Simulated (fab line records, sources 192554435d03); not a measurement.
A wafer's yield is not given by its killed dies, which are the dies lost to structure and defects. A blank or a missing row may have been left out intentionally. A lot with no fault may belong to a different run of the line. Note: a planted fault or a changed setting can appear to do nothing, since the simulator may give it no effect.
Matching of chambers ; flow n5Finfet ; 4 sister chambers for N5_FIN_SAQP_ETCH_69 on rieDiel-02
The step etches SOC in N2/H2, stops on SiNx, target depth 150 nm. 16 wafers are shown with their chamber, then 8 later ones without.

== EACH WAFER AND ITS CHAMBER ==
wafer;chamber;drypumpMotorCurrentA (A);throttleValvePct (%);oesProductAu (a.u.)
L075.1;0;5.6;18.07;0.67
L075.2;3;6.1;17.90;0.69
L075.4;1;6.3;17.53;0.81
L077.2;1;6.3;17.53;0.81
L077.3;2;5.8;18.09;0.68
L077.4;0;5.5;18.09;0.67
L079.1;2;5.8;18.08;0.69
L079.2;3;6.1;17.94;0.69
L079.4;1;6.3;17.56;0.81
L086.3;2;5.8;18.10;0.67
L086.4;3;6.2;17.94;0.68
L086.6;1;6.4;17.56;0.80
L092.1;0;5.5;17.76;0.92
L092.2;3;6.1;17.98;0.68
L092.5;0;5.6;17.78;0.91
L093.1;0;5.5;17.75;0.92

SIGNATURES, as means of the wafers listed above
reading;chamber 0;chamber 1;chamber 2;chamber 3;scatter within a chamber
drypumpMotorCurrentA;5.540;6.325;5.800;6.125;0.0474
throttleValvePct;17.8900;17.5450;18.0900;17.9400;0.102
oesProductAu;0.8180;0.8075;0.6800;0.6850;0.0782
Rule: a wafer lies at a distance from a chamber equal to the root of the sum of squares, over the readings, of (its reading less the chamber's mean, divided by the reading's scatter). The wafer belongs to the nearest chamber; if the next one is less than 2 further off, it can't be placed. The scatter: take each reading less its chamber's mean, square it, sum over the shown wafers, divide by the number of wafers less the number of chambers, and take the root.

== WAFERS MISSING THEIR CHAMBER ==
wafer;drypumpMotorCurrentA (A);throttleValvePct (%);oesProductAu (a.u.)
L093.3;5.8;17.72;0.93
L093.4;6.4;17.60;0.78
L094.2;5.6;17.75;0.91
L094.3;5.8;17.73;0.92
L094.6;6.3;17.61;0.77
L096.1;5.5;17.79;0.90
L096.4;5.5;17.75;0.90
L096.5;5.8;17.73;0.90

== THE CHAMBER EACH PASSED THROUGH ==
wafer;from the rows above;in truth
L093.3;can't be placed: 2 or 0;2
L093.4;1;1
L094.2;0;0
L094.3;can't be placed: 2 or 0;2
L094.6;1;1
L096.1;0;0
L096.4;0;0
L096.5;can't be placed: 2 or 0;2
5 of 8 placed correctly. Can't be placed from these rows: 3 (the true chamber is among the candidates in 3). 0 placed wrongly.
